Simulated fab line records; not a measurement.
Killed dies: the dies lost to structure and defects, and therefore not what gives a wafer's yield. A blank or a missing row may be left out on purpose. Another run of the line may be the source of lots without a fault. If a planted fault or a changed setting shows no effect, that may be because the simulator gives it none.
Chamber matching :: flow n5Finfet :: 3 sister chambers for N5_BEOL_M3_STRIP_36 on rieDiel-01
The step strips in N2/H2. 3 wafers are shown with their chamber, then 4 later ones without.

EACH WAFER AND ITS CHAMBER
wafer: L077.5
chamber: 0
showerheadPlenumPTorr (Torr): 2.61

wafer: L084.5
chamber: 2
showerheadPlenumPTorr (Torr): 2.63

wafer: L089.2
chamber: 1
showerheadPlenumPTorr (Torr): 2.69

WAFERS WITH NO CHAMBER GIVEN
wafer: L095.1
showerheadPlenumPTorr (Torr): 2.60

wafer: L095.3
showerheadPlenumPTorr (Torr): 2.68

wafer: L095.4
showerheadPlenumPTorr (Torr): 2.68

wafer: L097.4
showerheadPlenumPTorr (Torr): 2.62

CHAMBER TAKEN BY EACH
wafer: L095.1
from the rows above: 0
in truth: 0

wafer: L095.3
from the rows above: 1
in truth: 1

wafer: L095.4
from the rows above: 1
in truth: 1

wafer: L097.4
from the rows above: can't be placed: 2 or 0
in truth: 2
Correct placement for 3 of the 4. Not placeable from these rows: 1 (in 1, the candidates include the true chamber). 0 placed wrongly.
How it was worked out, from the rows above alone: a wafer's distance from a chamber is the root of the sum, over the readings, of the square of ((its reading less the chamber's mean) divided by the reading's scatter). If the next closest chamber is less than 2 further off than the closest, the wafer can't be placed; otherwise it belongs to the closest. The mean given for a chamber averages the wafers shown for that chamber. The scatter: root of mean squared gap, hidden wafer to nearest shown wafer, with one shown wafer a chamber.
